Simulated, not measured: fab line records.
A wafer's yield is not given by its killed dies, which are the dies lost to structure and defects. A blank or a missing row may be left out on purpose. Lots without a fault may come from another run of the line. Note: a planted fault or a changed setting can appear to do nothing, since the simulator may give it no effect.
fab line records	flow nand_harc
[record] lots = 24	wafers = 72	last_day = 25
route steps=1159 shown A_CONTACT@860
lots that met no fault: from a run of the same line without faults
start_h: hours from the record's opening day to when the first of the lot's shown wafers began	wait_h: time in hours since the lot's previous step	" the same as in the row above	L1.1+2: several wafers, shown together as one row	- no value present, or no start provided	* or withheld: withheld	< > ~ a bound
route shown NAME@n: NAME is a module with steps in the file, n the number in the route of the first one	usual: mean/standard deviation taken from wafers without a fault	same: alike in all rows	chamber/n: place in a boat	sites: the reading at each site	_std_site: their standard deviation	_edge_site: outer sites' mean less inner sites'	radius_mm: for every site, how far away it sits from the centre of the wafer	mask NAME#n: copy n	behind: the most recent tool/chamber to have shaped the wafer	hold: the reason the lot was held/the length of the hold in hours/how it ended	device: the n, p or np transistor that did not switch	end of line: at the end of the route, the tests of the same wafers	a step with no rows: only its recipe	killed: count of dies lost to structure and defects at first sort (not the wafer's yield)	map: dies across one wafer; x = killed, . = not, _ = none there
set.NAME: the setting that was run; set.NAME@STEP: the one run at that earlier step	model.NAME: the simulator's own value behind a step, which no gauge read
steps of the route over a sample of lots; a table a step, a row a wafer
services: from which hour (start_h, from the record's first day; less than 0 if before it) a tool's chamber was out of use, for how many hours, and why
[[steps]]
[step NHARC_A_CONTACT_ETCH_50]
[recipe] target_depth_a = 847	time_s = 42.4	cf4_flow_sccm = 100	chf3_flow_sccm = 30	ar_flow_sccm = 0	rf_w = 500	bias_w = 200	chemistry = CF4/CHF3
[usual] drypump_motor_current_A = 5.8/0.45	oes_product_au = 0.951/0.024	rf_fwd_power_W = 494.7/2.6	rf_vpp_V = 372.6/1.9	showerhead_plenum_p_Torr = 1.63/0.052	throttle_valve_pct = 16.803/0.0094
lot.wafer	tool	chamber	start_h	wait_h	drypump_motor_current_A	oes_product_au	rf_fwd_power_W	rf_hours_counter_h	rf_vpp_V	showerhead_plenum_p_Torr	throttle_valve_pct
L074.1	rie_diel-09	0	-	-	5.4	0.965	497.7	21	370.0	1.54	16.811
L074.5	"	3	"	"	5.1	0.962	496.1	-	372.5	1.63	16.789
L074.4	"	0	"	"	5.5	0.967	496.5	-	371.3	1.54	16.795
L075.1	rie_diel-07	1	-	-	5.4	0.925	494.2	44	369.3	1.55	16.801
L075.3	"	2	"	"	6.0	0.925	497.8	46	373.9	1.67	16.810
L075.6	"	1	"	"	5.4	0.933	493.1	-	370.4	1.55	16.820
L077.4	rie_diel-09	3	-	-	5.1	0.969	495.0	22	373.3	1.63	16.794
L077.2	"	1	"	"	6.2	0.973	498.7	19	373.1	1.65	16.788
L077.5	"	0	"	"	5.5	0.963	494.8	-	372.0	1.54	16.818
L076.2	rie_diel-02	3	-	-	5.8	0.962	495.6	15	375.4	1.70	16.809
L076.4	"	1	"	"	6.7	0.979	495.5	15	373.0	1.63	16.813
L076.6	"	3	"	"	5.8	0.960	492.1	-	374.8	1.70	16.803
L078.4	rie_diel-02	3	-	-	5.8	0.954	494.8	17	373.4	1.70	16.807
L078.3	"	1	"	"	6.6	0.986	497.4	17	372.3	1.63	16.789
L078.1	"	2	"	"	6.3	0.975	490.5	17	371.0	1.60	16.803
L080.2	rie_diel-07	3	-	-	5.4	0.914	493.9	59	370.9	1.63	16.790
L080.5	"	0	"	"	6.3	0.929	497.1	-	373.8	1.63	16.782
L080.6	"	1	"	"	5.4	0.935	493.6	-	369.2	1.55	16.808
L079.3	rie_diel-09	3	-	-	5.1	0.988	495.5	28	371.4	1.63	16.804
L079.2	"	2	"	"	5.9	0.954	489.2	27	375.4	1.67	16.804
L079.6	"	3	"	"	5.1	0.987	494.8	-	372.0	1.63	16.803
L081.4	rie_diel-09	3	-	-	5.1	0.960	496.9	30	371.1	1.63	16.796
L081.1	"	0	"	"	5.5	0.969	496.0	31	369.7	1.53	16.821
L081.6	"	0	"	"	5.5	0.963	495.7	-	368.2	1.53	16.808
L082.2	rie_diel-02	3	-	-	5.9	0.916	495.4	35	375.8	1.69	16.804
L082.3	"	0	"	"	5.7	0.908	497.8	18	374.7	1.70	16.802
L082.5	"	0	"	"	5.7	0.916	495.3	-	376.5	1.70	16.792
L085.3	rie_diel-02	2	-	-	6.3	0.913	491.9	40	372.7	1.59	16.793
L085.1	"	0	"	"	5.7	0.949	497.8	25	374.4	1.69	16.809
L085.6	"	2	"	"	6.2	0.931	492.9	-	370.8	1.59	16.798
L084.1	rie_diel-09	0	-	-	5.5	0.993	499.4	33	368.8	1.53	16.806
L084.2	"	3	"	"	5.1	0.964	498.0	34	374.3	1.63	16.796
L084.6	"	1	"	"	6.2	0.991	497.6	-	372.6	1.65	16.802
L083.2	rie_diel-02	0	-	-	5.7	0.889	495.0	28	376.3	1.69	16.777
L083.1	"	1	"	"	6.7	0.929	496.7	43	372.4	1.62	16.797
L083.3	"	2	"	"	6.3	0.924	491.5	46	371.3	1.59	16.806
L087.4	rie_diel-09	2	-	-	5.9	0.957	490.7	0	373.0	1.67	16.788
L087.3	"	1	"	"	6.2	0.988	498.1	0	373.1	1.65	16.789
L087.5	"	2	"	"	5.9	0.955	488.4	-	375.3	1.67	16.810
L088.1	rie_diel-07	0	-	-	6.3	0.954	491.3	13	372.2	1.63	16.808
L088.3	"	2	"	"	6.0	0.962	498.6	12	375.3	1.67	16.808
L088.6	"	2	"	"	6.0	0.967	497.2	-	373.4	1.66	16.811
L086.1	rie_diel-09	3	-	-	5.1	0.934	496.4	2	372.7	1.63	16.797
L086.4	"	1	"	"	6.2	0.965	496.7	2	372.8	1.65	16.808
L086.6	"	3	"	"	5.1	0.937	495.5	-	371.6	1.63	16.813
L089.3	rie_diel-02	2	-	-	6.3	0.924	494.6	54	371.2	1.59	16.802
L089.5	"	0	"	"	5.7	0.915	495.6	-	375.7	1.69	16.797
L089.6	"	1	"	"	6.7	0.928	493.2	-	372.3	1.62	16.815
L090.1	rie_diel-09	0	-	-	5.5	0.959	497.1	6	368.5	1.53	16.789
L090.3	"	2	"	"	5.8	0.966	489.2	5	374.7	1.67	16.792
L090.6	"	0	"	"	5.5	0.963	496.7	-	368.8	1.53	16.802
L092.1	rie_diel-02	1	-	-	6.7	0.920	496.4	56	372.7	1.62	16.797
L092.3	"	0	"	"	5.7	0.908	497.9	39	372.7	1.69	16.794
L092.6	"	2	"	"	6.3	0.922	491.7	-	369.5	1.59	16.806
L091.1	rie_diel-09	0	-	-	5.5	0.955	497.8	8	370.0	1.53	16.807
L091.4	"	1	"	"	6.2	0.958	496.2	8	374.0	1.65	16.797
L091.3	"	3	"	"	5.1	0.975	495.0	7	372.5	1.63	16.797
L093.2	rie_diel-07	2	-	-	6.0	0.979	497.2	24	374.8	1.66	16.793
L093.4	"	3	"	"	5.5	0.963	493.4	25	372.1	1.63	16.790
L093.5	"	0	"	"	6.3	0.959	493.2	-	373.6	1.62	16.799
L094.1	rie_diel-02	3	-	-	5.8	0.928	492.6	62	373.0	1.68	16.811
L094.3	"	0	"	"	5.7	0.907	497.4	44	375.3	1.69	16.794
L094.5	"	3	"	"	5.8	0.924	492.7	-	374.0	1.68	16.800
L096.1	rie_diel-09	2	-	-	5.9	0.941	491.2	11	374.4	1.67	16.808
L096.6	"	3	"	"	5.1	0.953	496.7	-	373.8	1.62	16.806
L096.5	"	0	"	"	5.5	0.974	497.4	-	368.4	1.53	16.805
L095.2	rie_diel-09	2	-	-	5.9	0.956	490.5	12	375.2	1.67	16.792
L095.3	"	3	"	"	5.1	0.985	492.8	12	372.3	1.62	16.814
L095.1	"	0	"	"	5.5	0.981	495.9	13	370.7	1.53	16.800
L097.3	rie_diel-02	0	-	-	5.7	0.966	497.2	4	374.6	1.69	16.815
L097.2	"	1	"	"	6.7	0.961	495.1	5	371.8	1.62	16.808
L097.5	"	2	"	"	6.3	0.958	491.2	-	370.8	1.58	16.809
[step NHARC_A_CONTACT_ETCH_112]
[recipe] source_w = withheld	pressure_mtorr = 20	bias_v = 3000	time_s = 94	target_depth_a = 9220	ar_flow_sccm = withheld	c4f8_flow_sccm = withheld	o2_flow_sccm = withheld	chemistry = C4F8/O2/Ar
[usual] oes_air_line_au = 1.001/0.019
lot.wafer	tool	chamber	start_h	wait_h	oes_air_line_au	rf_hours_counter_h
L075.1	har_cap_etch-02	1	370.69	0.2	0.995	8
L075.3	"	0	"	"	1.058	-
L075.6	"	0	"	"	1.017	-
L074.1	har_cap_etch-01	0	370.75	0.2	1.039	53
L074.4	"	1	"	"	1.006	-
L074.5	"	0	"	"	1.037	-
L077.2	har_cap_etch-01	0	375.26	0.2	0.993	55
L077.4	"	0	"	"	1.005	-
L077.5	"	1	"	"	0.993	-
L076.2	har_cap_etch-03	1	375.48	0.1	1.001	83
L076.4	"	0	"	"	0.999	-
L076.6	"	1	"	"	1.004	-
L078.1	har_cap_etch-02	0	379.80	0.1	0.986	12
L078.4	"	1	"	"	1.014	-
L078.3	"	0	"	"	0.996	-
L080.2	har_cap_etch-03	0	401.80	0.1	0.984	88
L080.6	"	1	"	"	0.987	-
L080.5	"	0	"	"	0.979	-
L079.2	har_cap_etch-02	0	404.16	0.2	0.990	15
L079.3	"	1	"	"	1.012	-
L079.6	"	0	"	"	0.992	-
L081.1	har_cap_etch-02	1	413.76	0.1	1.004	16
L081.4	"	0	"	"	0.997	-
L081.6	"	0	"	"	0.987	-
L082.2	har_cap_etch-01	0	414.84	0.2	1.019	62
L082.3	"	1	"	"	1.007	-
L082.5	"	0	"	"	0.977	-
L085.1	har_cap_etch-01	0	429.34	0.1	0.977	64
L085.3	"	0	"	"	1.006	-
L085.6	"	0	"	"	0.980	-
L084.2	har_cap_etch-02	0	430.75	0.2	1.019	19
L084.1	"	1	"	"	0.997	19
L084.6	"	0	"	"	1.001	-
L083.1	har_cap_etch-01	0	437.48	0.2	1.018	66
L083.2	"	1	"	"	0.976	66
L083.3	"	0	"	"	1.007	-
L087.3	har_cap_etch-01	1	444.08	0.1	1.024	-
L087.4	"	0	"	"	0.972	-
L087.5	"	1	"	"	1.019	-
L088.1	har_cap_etch-01	1	447.55	0.1	0.996	68
L088.3	"	1	"	"	1.006	-
L088.6	"	0	"	"	1.002	-
L086.1	har_cap_etch-03	1	448.96	0.2	0.973	96
L086.4	"	0	"	"	0.978	-
L086.6	"	0	"	"	0.989	-
L089.3	har_cap_etch-02	0	458.66	0.1	1.001	-
L089.5	"	1	"	"	0.974	-
L089.6	"	0	"	"	1.012	-
L090.1	har_cap_etch-02	0	462.98	0.2	1.013	25
L090.3	"	0	"	"	0.997	-
L090.6	"	1	"	"	1.014	-
L092.1	har_cap_etch-01	0	475.60	0.1	0.953	73
L092.3	"	1	"	"	1.025	-
L092.6	"	1	"	"	1.029	-
L091.1	har_cap_etch-03	0	476.21	0.1	1.005	101
L091.4	"	1	"	"	1.002	-
L091.3	"	0	"	"	1.028	-
L093.2	har_cap_etch-01	1	482.01	0.2	0.997	75
L093.4	"	0	"	"	0.981	-
L093.5	"	1	"	"	1.017	-
L094.1	har_cap_etch-01	0	493.24	0.1	1.007	77
L094.3	"	1	"	"	0.988	-
L094.5	"	0	"	"	1.011	-
L096.1	har_cap_etch-02	0	498.91	0.2	0.997	30
L096.5	"	0	"	"	1.041	-
L096.6	"	1	"	"	0.998	-
L095.1	har_cap_etch-03	0	505.26	0.2	1.012	105
L095.2	"	1	"	"	1.006	105
L095.3	"	0	"	"	1.034	-
L097.2	har_cap_etch-01	1	526.34	0.2	0.990	83
L097.3	"	0	"	"	0.994	-
L097.5	"	1	"	"	0.990	-
[step NHARC_A_CONTACT_DEP_57]
[recipe] target_thk_a = 28000	temp_c = 400	material = aC
[usual] throttle_valve_pct = 34.999/0.0088
lot.wafer	tool	chamber	start_h	wait_h	throttle_valve_pct
L074.1	acl_dep-01	0	373.60	-	34.998
L074.4	"	0	"	"	34.992
L074.5	"	0	"	"	35.001
L075.1	acl_dep-02	0	373.82	-	35.005
L075.3	"	0	"	"	35.006
L075.6	"	0	"	"	35.017
L076.2	acl_dep-01	0	380.71	-	34.989
L076.4	"	0	"	"	34.986
L076.6	"	0	"	"	35.006
L077.2	acl_dep-03	0	381.50	-	35.002
L077.4	"	0	"	"	34.994
L077.5	"	0	"	"	34.994
L078.1	acl_dep-02	0	384.46	-	34.988
L078.3	"	0	"	"	34.999
L078.4	"	0	"	"	35.013
L080.2	acl_dep-01	0	404.83	-	35.002
L080.5	"	0	"	"	34.998
L080.6	"	0	"	"	35.003
L079.2	acl_dep-01	0	407.30	-	35.014
L079.3	"	0	"	"	34.993
L079.6	"	0	"	"	34.994
L081.1	acl_dep-01	0	416.50	-	35.006
L081.4	"	0	"	"	35.002
L081.6	"	0	"	"	35.006
L082.2	acl_dep-03	0	418.34	-	35.007
L082.3	"	0	"	"	35.001
L082.5	"	0	"	"	34.988
L085.1	acl_dep-03	0	432.40	-	34.985
L085.3	"	0	"	"	35.001
L085.6	"	0	"	"	34.996
L084.1	acl_dep-02	0	434.05	-	34.995
L084.2	"	0	"	"	35.011
L084.6	"	0	435.48	-	35.002
L083.1	acl_dep-02	0	441.08	-	35.011
L083.2	"	0	"	"	34.982
L083.3	"	0	"	"	35.003
L087.3	acl_dep-01	0	448.73	-	35.011
L087.4	"	0	"	"	34.996
L087.5	"	0	"	"	35.001
L088.1	acl_dep-01	0	450.35	-	34.991
L088.3	"	0	"	"	35.014
L088.6	"	0	"	"	34.996
L086.1	acl_dep-02	0	452.28	-	35.005
L086.4	"	0	"	"	35.007
L086.6	"	0	"	"	34.991
L089.3	acl_dep-01	0	462.40	-	35.009
L089.5	"	0	"	"	35.004
L089.6	"	0	"	"	34.993
L090.1	acl_dep-02	0	466.59	-	34.983
L090.3	"	0	"	"	34.989
L090.6	"	0	"	"	34.983
L092.1	acl_dep-02	0	480.79	-	35.015
L092.3	"	0	"	"	35.003
L092.6	"	0	"	"	34.995
L091.1	acl_dep-03	0	480.79	-	34.991
L091.3	"	0	"	"	34.993
L091.4	"	0	"	"	34.997
L093.2	acl_dep-01	0	487.19	-	34.996
L093.4	"	0	"	"	35.003
L093.5	"	0	"	"	35.011
L094.1	acl_dep-03	0	498.55	-	34.988
L094.3	"	0	"	"	34.996
L094.5	"	0	"	"	34.989
L096.1	acl_dep-02	0	503.21	-	35.012
L096.5	"	0	504.34	-	35.002
L096.6	"	0	"	"	34.998
L095.1	acl_dep-01	0	508.09	-	35.015
L095.2	"	0	"	"	35.010
L095.3	"	0	"	"	35.011
L097.2	acl_dep-03	0	531.45	-	34.987
L097.3	"	0	"	"	35.005
L097.5	"	0	"	"	34.989
[step NHARC_A_CONTACT_INSPECT_71]
[usual] raw_defect_count = 27/11
lot.wafer	tool	chamber	start_h	wait_h	raw_defect_count
L074.1	defect_inspect-01	-	376.33	0.0	19
L074.4	"	-	"	"	12
L074.5	"	-	"	"	17
L075.1	defect_inspect-01	-	376.51	0.0	25
L075.3	"	-	"	"	26
L075.6	"	-	"	"	30
L076.2	defect_inspect-02	-	383.20	0.0	18
L076.4	"	-	"	"	23
L076.6	"	-	"	"	19
L077.2	defect_inspect-02	-	383.71	0.0	22
L077.4	"	-	"	"	20
L077.5	"	-	"	"	24
L078.1	defect_inspect-01	-	386.95	0.0	25
L078.3	"	-	"	"	20
L078.4	"	-	"	"	17
L080.2	defect_inspect-01	-	407.15	0.0	13
L080.5	"	-	"	"	24
L080.6	"	-	"	"	23
L079.2	defect_inspect-02	-	409.60	0.0	17
L079.3	"	-	"	"	15
L079.6	"	-	"	"	14
L081.1	defect_inspect-01	-	419.06	0.0	31
L081.4	"	-	"	"	40
L081.6	"	-	"	"	19
L082.2	defect_inspect-01	-	420.52	0.0	20
L082.3	"	-	"	"	32
L082.5	"	-	"	"	23
L085.1	defect_inspect-01	-	434.98	0.0	37
L085.3	"	-	"	"	27
L085.6	"	-	"	"	20
L084.1	defect_inspect-02	-	436.51	0.0	33
L084.2	"	-	"	"	18
L084.6	"	-	"	"	22
L083.1	defect_inspect-01	-	443.68	0.0	27
L083.2	"	-	"	"	22
L083.3	"	-	"	"	23
L087.3	defect_inspect-02	-	450.62	0.0	40
L087.4	"	-	"	"	55
L087.5	"	-	"	"	47
L088.1	defect_inspect-02	-	452.97	0.0	42
L088.3	"	-	"	"	41
L088.6	"	-	"	"	44
L086.1	defect_inspect-01	-	454.89	0.0	20
L086.4	"	-	"	"	27
L086.6	"	-	"	"	28
L089.3	defect_inspect-01	-	464.42	0.0	8
L089.5	"	-	"	"	6
L089.6	"	-	"	"	10
L090.1	defect_inspect-01	-	469.16	0.0	35
L090.3	"	-	"	"	32
L090.6	"	-	"	"	23
L091.1	defect_inspect-02	-	483.39	0.0	28
L091.3	"	-	"	"	39
L091.4	"	-	"	"	29
L092.1	defect_inspect-01	-	483.57	0.0	37
L092.3	"	-	"	"	39
L092.6	"	-	"	"	20
L093.2	defect_inspect-02	-	489.49	0.0	47
L093.4	"	-	"	"	49
L093.5	"	-	"	"	39
L094.1	defect_inspect-02	-	501.10	0.0	19
L094.3	"	-	"	"	14
L094.5	"	-	"	"	16
L096.1	defect_inspect-02	-	505.78	0.0	19
L096.5	"	-	"	"	18
L096.6	"	-	"	"	15
L095.1	defect_inspect-01	-	510.78	0.0	41
L095.2	"	-	"	"	32
L095.3	"	-	"	"	31
L097.2	defect_inspect-02	-	533.66	0.0	45
L097.3	"	-	"	"	42
L097.5	"	-	"	"	51
[step NHARC_A_CONTACT_ETCH_126]
[recipe] source_w = withheld	pressure_mtorr = 20	bias_v = 1200	time_s = 155	target_depth_a = 9560	ar_flow_sccm = withheld	c4f8_flow_sccm = withheld	o2_flow_sccm = withheld	chemistry = C4F8/O2/Ar
[usual] oes_air_line_au = 0.999/0.019
lot.wafer	tool	chamber	start_h	wait_h	oes_air_line_au	rf_hours_counter_h
L074.1	har_cap_etch-02	1	377.91	0.1	1.007	10
L074.4	"	0	"	"	0.971	-
L074.5	"	0	"	"	1.006	-
L075.1	har_cap_etch-01	0	378.17	0.1	0.989	56
L075.3	"	1	"	"	0.974	-
L075.6	"	1	"	"	0.969	-
L076.2	har_cap_etch-03	1	384.72	0.1	1.025	85
L076.4	"	1	"	"	1.038	-
L076.6	"	0	"	"	0.990	-
L077.2	har_cap_etch-02	0	387.45	0.2	0.985	13
L077.4	"	1	"	"	1.020	-
L077.5	"	0	"	"	0.978	-
L078.1	har_cap_etch-01	0	388.65	0.1	1.017	59
L078.3	"	0	"	"	1.030	-
L078.4	"	1	"	"	0.998	-
L080.2	har_cap_etch-01	0	408.68	0.1	0.965	61
L080.6	"	0	"	"	0.988	-
L080.5	"	1	"	"	0.988	-
L079.2	har_cap_etch-03	0	411.55	0.1	1.014	89
L079.3	"	0	"	"	1.009	-
L079.6	"	1	"	"	1.004	-
L081.1	har_cap_etch-01	1	420.70	0.1	0.992	63
L081.4	"	0	"	"	1.004	-
L081.6	"	0	"	"	0.991	-
L082.2	har_cap_etch-03	0	422.07	0.1	0.964	91
L082.3	"	1	"	"	1.002	-
L082.5	"	1	"	"	0.999	-
L085.1	har_cap_etch-03	1	436.50	0.1	0.991	93
L085.3	"	1	"	"	0.999	-
L085.6	"	1	"	"	1.033	-
L084.1	har_cap_etch-02	1	438.10	0.1	1.017	20
L084.2	"	0	"	"	0.993	20
L084.6	"	1	"	"	0.997	-
L083.1	har_cap_etch-02	1	445.22	0.1	0.996	21
L083.2	"	0	"	"	0.980	21
L083.3	"	1	"	"	1.004	-
L087.4	har_cap_etch-02	1	452.20	0.1	1.015	-
L087.3	"	0	"	"	1.001	-
L087.5	"	0	"	"	0.996	-
L088.1	har_cap_etch-03	0	454.67	0.1	1.004	97
L088.3	"	1	"	"	1.012	-
L088.6	"	0	"	"	1.022	-
L086.1	har_cap_etch-01	0	456.50	0.1	1.002	70
L086.4	"	1	"	"	1.008	-
L086.6	"	0	"	"	0.993	-
L089.3	har_cap_etch-01	1	466.02	0.1	1.022	-
L089.6	"	0	"	"	0.998	-
L089.5	"	1	"	"	1.003	-
L090.1	har_cap_etch-03	0	470.69	0.1	1.011	100
L090.3	"	1	"	"	0.967	-
L090.6	"	0	"	"	0.992	-
L091.1	har_cap_etch-03	1	484.96	0.1	1.001	102
L091.3	"	0	"	"	0.965	-
L091.4	"	1	"	"	0.999	-
L092.1	har_cap_etch-01	0	485.77	0.2	1.010	76
L092.3	"	1	"	"	1.041	-
L092.6	"	1	"	"	0.996	-
L093.2	har_cap_etch-02	0	491.01	0.1	0.972	28
L093.4	"	0	"	"	1.006	-
L093.5	"	0	"	"	1.009	-
L094.1	har_cap_etch-01	0	502.67	0.1	0.984	78
L094.3	"	0	"	"	0.979	-
L094.5	"	1	"	"	1.016	-
L096.1	har_cap_etch-02	0	507.31	0.1	0.999	31
L096.5	"	0	"	"	1.008	-
L096.6	"	1	"	"	1.003	-
L095.2	har_cap_etch-03	1	512.35	0.1	0.983	106
L095.1	"	0	"	"	0.987	106
L095.3	"	0	"	"	0.967	-
L097.2	har_cap_etch-01	1	535.50	0.1	1.006	85
L097.3	"	1	"	"	1.043	-
L097.5	"	1	"	"	1.011	-
[step NHARC_A_CONTACT_ETCH_127]
[recipe] source_w = withheld	pressure_mtorr = 20	bias_v = 1200	time_s = 155	target_depth_a = 9560	ar_flow_sccm = withheld	c4f8_flow_sccm = withheld	o2_flow_sccm = withheld	chemistry = C4F8/O2/Ar
[usual] oes_air_line_au = 1.000/0.018
lot.wafer	tool	chamber	start_h	wait_h	oes_air_line_au	rf_hours_counter_h
L074.1	har_cap_etch-02	1	378.05	0.1	1.010	11
L074.4	"	0	"	"	0.977	-
L074.5	"	0	"	"	0.997	-
L075.1	har_cap_etch-01	0	378.31	0.1	0.993	56
L075.3	"	1	"	"	0.978	-
L075.6	"	1	"	"	1.004	-
L076.2	har_cap_etch-03	1	384.86	0.1	0.996	85
L076.4	"	1	"	"	1.004	-
L076.6	"	0	"	"	0.997	-
L077.2	har_cap_etch-02	0	387.64	0.2	0.977	13
L077.4	"	1	"	"	0.983	-
L077.5	"	0	"	"	0.997	-
L078.1	har_cap_etch-01	0	388.79	0.1	0.977	59
L078.3	"	0	"	"	0.985	-
L078.4	"	1	"	"	0.998	-
L080.2	har_cap_etch-01	0	408.82	0.1	0.990	61
L080.6	"	0	"	"	1.010	-
L080.5	"	1	"	"	0.981	-
L079.2	har_cap_etch-03	0	411.69	0.1	0.998	89
L079.3	"	0	"	"	1.005	-
L079.6	"	1	"	"	1.000	-
L081.1	har_cap_etch-01	1	420.85	0.1	0.994	63
L081.4	"	0	"	"	0.982	-
L081.6	"	0	"	"	1.018	-
L082.2	har_cap_etch-03	0	422.22	0.1	0.985	91
L082.3	"	1	"	"	0.976	-
L082.5	"	1	"	"	0.976	-
L085.1	har_cap_etch-03	1	436.64	0.1	0.995	93
L085.3	"	1	"	"	0.988	-
L085.6	"	1	"	"	0.985	-
L084.1	har_cap_etch-02	1	438.24	0.1	1.018	20
L084.2	"	0	"	"	1.005	20
L084.6	"	1	"	"	0.991	-
L083.1	har_cap_etch-02	1	445.36	0.1	1.004	21
L083.2	"	0	"	"	0.988	21
L083.3	"	1	"	"	0.994	-
L087.4	har_cap_etch-02	1	452.34	0.1	1.022	-
L087.3	"	0	"	"	0.979	-
L087.5	"	0	"	"	0.988	-
L088.1	har_cap_etch-03	0	454.81	0.1	0.999	97
L088.3	"	1	"	"	1.015	-
L088.6	"	0	"	"	1.003	-
L086.1	har_cap_etch-01	0	456.64	0.1	0.960	70
L086.4	"	1	"	"	1.036	-
L086.6	"	0	"	"	0.960	-
L089.3	har_cap_etch-01	1	466.16	0.1	0.982	-
L089.6	"	0	"	"	0.997	-
L089.5	"	1	"	"	0.996	-
L090.1	har_cap_etch-03	0	470.83	0.1	1.002	100
L090.3	"	1	"	"	0.990	-
L090.6	"	0	"	"	1.010	-
L091.1	har_cap_etch-03	1	485.10	0.1	0.992	102
L091.3	"	0	"	"	1.005	-
L091.4	"	1	"	"	1.002	-
L092.1	har_cap_etch-01	0	485.96	0.2	1.015	76
L092.3	"	1	"	"	1.035	-
L092.6	"	1	"	"	0.994	-
L093.2	har_cap_etch-02	0	491.16	0.1	0.995	28
L093.4	"	0	"	"	0.996	-
L093.5	"	0	"	"	1.011	-
L094.1	har_cap_etch-01	0	502.81	0.1	0.993	79
L094.3	"	0	"	"	1.026	-
L094.5	"	1	"	"	0.995	-
L096.1	har_cap_etch-02	0	507.45	0.1	0.996	31
L096.5	"	0	"	"	0.976	-
L096.6	"	1	"	"	1.016	-
L095.2	har_cap_etch-03	1	512.49	0.1	1.026	106
L095.1	"	0	"	"	1.026	106
L095.3	"	0	"	"	1.044	-
L097.2	har_cap_etch-01	1	535.64	0.1	0.992	86
L097.3	"	1	"	"	1.017	-
L097.5	"	1	"	"	1.015	-
[[services]]
tool	chamber	start_h	hours	kind
acl_dep-02	-	349.70	13.0	pm
rie_diel-09	0	361.22	-	clean
rie_diel-09	1	361.22	-	clean
rie_diel-09	2	361.22	-	clean
rie_diel-09	3	361.22	-	clean
rie_diel-09	0	385.89	-	clean
rie_diel-09	1	385.89	-	clean
rie_diel-09	2	385.89	-	clean
rie_diel-07	-	396.21	0.8	repair
acl_dep-03	-	405.06	13.0	pm
rie_diel-07	-	405.23	9.0	pm
rie_diel-09	-	431.10	9.0	pm
rie_diel-07	1	445.64	11.8	repair
rie_diel-07	2	472.43	2.0	repair
acl_dep-01	-	473.90	13.0	pm
rie_diel-07	1	475.59	4.5	repair
rie_diel-07	0	483.49	29.7	repair
har_cap_etch-02	-	484.75	1.8	repair
acl_dep-03	-	501.20	1.5	repair
rie_diel-07	3	501.47	9.7	repair
rie_diel-02	-	504.76	9.0	pm
har_cap_etch-01	-	518.75	0.1	repair
rie_diel-09	3	529.47	15.0	repair
acl_dep-02	-	532.23	13.0	pm
[[key]]
fault none
